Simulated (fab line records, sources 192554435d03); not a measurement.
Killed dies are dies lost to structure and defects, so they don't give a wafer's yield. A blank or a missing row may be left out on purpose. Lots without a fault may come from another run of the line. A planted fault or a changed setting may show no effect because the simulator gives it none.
fab line records | flow n5_finfet | part 2 of 2: steps 5 to 6 of 6
record lots=24 wafers=72 last_day=18
route steps=1938 shown HKMG_FIN@456 GATE_CUT@475
lots that met no fault: from a run of the same line without faults
start_h: hours from the record's first day to the start of the lot's first wafer shown | wait_h: hours since the lot's step before | " the same as in the row above | L1.1+2: a row that stands for several wafers | - no value, or no start given | * or withheld: withheld | < > ~ a bound
route shown NAME@n: a module of which the file shows steps, and the number in the route of the first | usual: mean/standard deviation of fault-free wafers | same: alike in all rows | chamber/n: place in a boat | sites: the reading at each site | _std_site: their standard deviation | _edge_site: outer sites' mean less inner sites' | radius_mm: how far each site lies from the wafer's centre | mask NAME#n: copy n | behind: the tool/chamber that last shaped the wafer | hold: why the lot was held/for how many hours/how that ended | device: the transistor (n, p or np) that didn't switch | end of line: the same wafers' tests at the end of the route | a step without rows: its recipe alone | killed: dies lost to structure and defects at the first sort, not the wafer's yield | map: a wafer's dies, x killed, . not, _ none there
set.NAME: the setting as run; set.NAME@STEP: as run at that earlier step | model.NAME: the simulator's own value behind a step, which no gauge read
steps of the route over a sample of lots; a table a step, a row a wafer
services: from which hour (start_h, from the record's first day; less than 0 if before it) a tool's chamber was out of use, for how many hours, and why
## steps
# step N5_GATE_CUT_STRIP_41
# recipe chemistry=CF4 resist=SiARC power_w=300 bias_power_w=75 pressure_mtorr=50 cf4_flow_sccm=150 rf_frequency_hz=6e+07
# usual drypump_motor_current_A=6.0/0.45 oes_product_au=0.173/0.012 rf_vpp_V=271.1/1.9 showerhead_plenum_p_Torr=1.79/0.074 throttle_valve_pct=13.7/0.31
# columns lot.wafer tool chamber start_h wait_h drypump_motor_current_A oes_product_au rf_hours_counter_h rf_vpp_V showerhead_plenum_p_Torr throttle_valve_pct
L074.3 rie_diel-01 0 87.91 0.0 5.5 0.159 196 269.5 1.80 13.9
L074.5 " 1 " " 5.5 0.162 - 271.5 1.84 14.0
L074.6 " 2 " " 5.4 0.170 - 273.3 1.85 13.6
L075.2 rie_diel-03 0 92.95 0.0 5.7 0.180 126 273.2 1.87 13.8
L075.5 " 1 " " 6.8 0.168 - 269.4 1.72 13.9
L075.6 " 0 " " 5.7 0.178 - 273.5 1.87 13.8
L076.1 rie_diel-03 0 100.95 0.0 5.7 0.176 129 273.4 1.86 13.8
L076.4 " 1 " " 6.8 0.169 177 269.7 1.72 13.9
L076.6 " 1 " " 6.8 0.164 - 268.9 1.72 13.9
L077.2 rie_diel-01 0 108.01 0.0 5.5 0.162 199 269.0 1.80 13.9
L077.3 " 1 " " 5.5 0.164 230 272.1 1.84 14.0
L077.4 " 2 " " 5.4 0.175 163 274.1 1.85 13.6
L078.3 rie_diel-03 2 111.35 0.0 6.2 0.161 179 272.8 1.88 14.0
L078.4 " 0 " " 5.8 0.172 132 273.1 1.86 13.8
L078.6 " 1 " " 6.7 0.165 - 269.3 1.72 13.9
L079.1 rie_diel-03 2 115.20 0.0 6.2 0.170 180 271.9 1.88 13.9
L079.4 " 3 " " 5.8 0.181 89 270.9 1.72 13.1
L079.6 " 1 " " 6.8 0.166 - 269.1 1.72 13.9
L080.1 rie_diel-03 3 119.19 0.0 5.8 0.184 91 269.1 1.72 13.1
L080.2 " 2 " " 6.2 0.164 182 273.1 1.88 13.9
L080.3 " 0 " " 5.8 0.180 135 273.2 1.86 13.8
L081.2 rie_diel-01 3 129.42 0.0 5.4 0.178 123 270.5 1.83 14.0
L081.4 " 3 " " 5.4 0.174 - 270.4 1.83 13.9
L081.6 " 1 " " 5.5 0.167 - 272.2 1.84 14.0
L082.2 rie_diel-03 3 134.89 0.0 5.8 0.182 94 269.1 1.72 13.2
L082.3 " 1 " " 6.8 0.161 188 268.5 1.72 13.9
L082.6 " 0 " " 5.8 0.175 - 273.3 1.86 13.8
L083.1 rie_diel-01 1 142.36 0.0 5.5 0.166 240 272.8 1.84 14.0
L083.3 " 0 " " 5.5 0.163 209 271.3 1.79 13.9
L083.6 " 2 " " 5.4 0.172 - 272.4 1.84 13.7
L084.1 rie_diel-03 3 144.81 0.0 5.8 0.189 98 270.0 1.72 13.2
L084.2 " 0 " " 5.7 0.180 143 272.1 1.86 13.8
L084.5 " 0 " " 5.8 0.178 - 272.2 1.86 13.8
L085.4 rie_diel-03 3 158.72 0.0 5.8 0.178 - 270.0 1.72 13.2
L085.5 " 0 " " 5.7 0.177 - 272.8 1.86 13.9
L085.6 " 2 " " 6.3 0.164 - 272.1 1.88 14.0
L086.2 rie_diel-03 0 162.63 0.0 5.7 0.176 148 274.0 1.86 13.8
L086.4 " 3 " " 5.8 0.184 - 268.4 1.72 13.2
L086.6 " 0 " " 5.7 0.172 - 272.7 1.86 13.8
L087.1 rie_diel-03 3 166.99 0.0 5.9 0.181 105 269.1 1.72 13.2
L087.2 " 0 " " 5.8 0.169 150 273.8 1.86 13.8
L087.3 " 2 " " 6.2 0.169 194 271.4 1.88 14.0
L088.1 rie_diel-06 1 170.61 0.0 6.5 0.203 32 274.6 1.88 13.4
L088.2 " 2 " " 5.6 0.165 242 271.4 1.75 14.1
L088.3 " 0 " " 6.6 0.167 181 270.0 1.71 13.3
L089.1 rie_diel-03 0 173.98 0.0 5.7 0.175 153 271.9 1.86 13.9
L089.3 " 2 " " 6.2 0.164 197 272.7 1.88 14.0
L089.4 " 1 " " 6.8 0.169 194 268.8 1.72 13.9
L090.2 rie_diel-03 1 179.26 0.0 6.8 0.168 196 268.4 1.72 13.9
L090.3 " 0 " " 5.7 0.182 155 272.2 1.86 13.9
L090.5 " 1 " " 6.8 0.166 - 269.7 1.72 13.9
L091.3 rie_diel-06 3 185.62 0.0 5.9 0.181 127 267.1 1.66 13.3
L091.4 " 0 " " 6.5 0.174 185 269.7 1.70 13.3
L091.6 " 3 " " 5.9 0.174 - 267.0 1.66 13.3
L092.2 rie_diel-06 1 197.40 0.0 6.4 0.205 39 275.7 1.88 13.4
L092.4 " 3 " " 5.9 0.175 131 268.4 1.66 13.3
L092.6 " 0 " " 6.5 0.171 - 269.8 1.70 13.3
L093.1 rie_diel-03 0 200.76 0.0 5.8 0.178 162 272.7 1.86 13.9
L093.4 " 1 " " 6.8 0.160 204 268.9 1.72 13.9
L093.6 " 2 " " 6.2 0.164 - 272.7 1.88 14.0
L094.1 rie_diel-03 0 206.92 0.0 5.7 0.169 164 272.8 1.85 13.9
L094.2 " 1 " " 6.8 0.158 206 268.8 1.71 14.0
L094.3 " 2 " " 6.2 0.159 210 271.8 1.88 14.0
L095.3 rie_diel-01 1 217.00 0.0 5.5 0.215 9 272.1 1.83 13.5
L095.5 " 0 " " 5.5 0.162 - 270.5 1.79 14.0
L095.6 " 1 " " 5.5 0.224 - 270.7 1.83 13.5
L096.2 rie_diel-06 0 221.61 0.0 6.5 0.166 197 270.2 1.70 13.4
L096.3 " 1 " " 6.5 0.206 47 274.6 1.88 13.4
L096.5 " 1 " " 6.5 0.201 - 273.1 1.88 13.4
L097.2 rie_diel-03 2 222.61 0.0 6.2 0.154 215 272.7 1.87 14.0
L097.4 " 0 " " 5.7 0.179 169 273.6 1.85 13.9
L097.5 " 1 " " 6.8 0.162 - 269.6 1.71 13.9
# step N5_GATE_CUT_ALD_22
# recipe material=SiNx target_thk_a=160 temp_c=400 ald_precursor_family=SiH2I2 ald_co_reactant=N2/H2-plasma pulse_time_s=1 ald_cycles=320 purge_time_s=2 co_reactant_purge_time_s=2 pressure_torr=2
# usual heater_power_w=858/86 precursor_pulse_height_rel=1.001/0.022
# columns lot.wafer tool chamber start_h wait_h heater_power_w precursor_pulse_height_rel
L074.3 ald_sin-02 0 92.51 4.0 845 1.014
L074.5 " 2 " " 806 0.979
L074.6 " 1 " " 875 1.043
L075.2 ald_sin-04 0 96.26 2.7 825 1.032
L075.5 " 2 " " 776 0.981
L075.6 " 3 " " 896 1.004
L076.1 ald_sin-01 1 101.56 0.0 885 1.000
L076.4 " 2 " " 963 1.000
L076.6 " 1 " " 898 1.042
L077.2 ald_sin-01 3 108.62 0.0 738 1.030
L077.3 " 1 " " 887 1.024
L077.4 " 0 " " 988 1.009
L078.3 ald_sin-04 1 111.97 0.0 832 1.001
L078.4 " 2 " " 769 0.985
L078.6 " 0 " " 841 1.011
L079.1 ald_sin-01 3 115.82 0.0 729 1.036
L079.4 " 1 " " 897 0.989
L079.6 " 1 " " 903 1.001
L080.1 ald_sin-02 3 120.06 0.3 767 1.031
L080.2 " 0 " " 838 0.990
L080.3 " 1 " " 863 0.979
L081.2 ald_sin-04 3 130.05 0.0 911 1.019
L081.4 " 2 " " 782 0.988
L081.6 " 0 " " 846 0.976
L082.2 ald_sin-02 3 135.50 0.0 764 0.981
L082.3 " 0 " " 819 0.991
L082.6 " 1 " " 868 1.007
L083.1 ald_sin-02 3 143.55 0.6 778 1.006
L083.3 " 1 " " 892 1.004
L083.6 " 2 " " 763 1.000
L084.1 ald_sin-02 0 145.43 0.0 844 1.010
L084.2 " 1 " " 909 1.004
L084.5 " 3 " " 767 1.003
L085.4 ald_sin-01 0 159.61 0.0 993 1.004
L085.5 " 1 " " 909 1.004
L085.6 " 2 " " 946 1.006
L086.2 ald_sin-01 3 163.24 0.0 746 1.000
L086.4 " 1 " " 890 1.013
L086.6 " 0 " " 1011 0.982
L087.1 ald_sin-02 0 167.60 0.0 843 1.033
L087.2 " 3 " " 764 0.999
L087.3 " 1 " " 901 1.005
L088.1 ald_sin-04 0 171.22 0.0 841 1.034
L088.2 " 3 " " 911 1.014
L088.3 " 1 " " 836 1.011
L089.1 ald_sin-04 2 174.60 0.0 789 1.019
L089.3 " 3 " " 908 0.956
L089.4 " 1 " " 840 1.018
L090.2 ald_sin-01 0 179.87 0.0 1036 0.988
L090.3 " 1 " " 887 0.977
L090.5 " 3 " " 742 1.020
L091.3 ald_sin-01 1 186.77 0.6 889 0.955
L091.4 " 2 " " 981 0.969
L091.6 " 2 " " 947 0.981
L092.2 ald_sin-04 3 198.01 0.0 895 0.981
L092.4 " 0 " " 834 1.007
L092.6 " 3 " " 886 1.009
L093.1 ald_sin-01 0 201.38 0.0 1006 1.028
L093.4 " 2 " " 967 1.008
L093.6 " 3 " " 752 0.946
L094.1 ald_sin-01 0 207.53 0.0 1024 0.990
L094.2 " 3 " " 731 0.997
L094.3 " 1 " " 882 1.001
L095.3 ald_sin-04 1 217.63 0.0 770 0.988
L095.5 " 0 " " 790 1.000
L095.6 " 1 " " 755 0.971
L096.2 ald_sin-02 3 222.22 0.0 756 1.002
L096.3 " 2 " " 764 0.971
L096.5 " 2 " " 807 1.021
L097.2 ald_sin-01 2 223.22 0.0 983 1.011
L097.4 " 0 " " 1005 0.994
L097.5 " 3 " " 757 1.038
## services
# columns tool chamber start_h hours kind
ald_sin-02 - 75.70 0.6 repair
ald_sin-04 - 79.54 14.6 pm
ald_sin-01 - 85.29 14.0 pm
cmp-02 - 86.03 4.8 pm
rie_diel-01 0 90.51 8.2 repair
rie_diel-06 0 92.45 4.8 repair
ald_sin-04 - 95.57 0.2 repair
cmp-02 - 98.95 0.2 repair
ald_sin-04 3 103.49 7.6 repair
ald_sin-02 0 109.50 4.8 repair
rie_diel-01 0 116.14 1.5 repair
rie_diel-01 2 127.11 6.6 repair
pecvd-01 - 127.62 5.5 pm
cmp-02 - 130.90 4.0 pm
rie_diel-03 2 140.26 5.8 repair
cmp-01 - 146.36 3.7 repair
rie_diel-06 1 154.34 5.2 repair
pecvd-03 - 161.84 1.6 repair
cmp-02 - 171.99 2.0 repair
ald_sin-04 - 176.75 14.0 pm
cmp-01 - 183.00 2.6 repair
rie_diel-06 - 199.41 3.9 repair
ald_metal-04 - 204.95 0.5 repair
rie_diel-01 3 207.40 19.4 repair
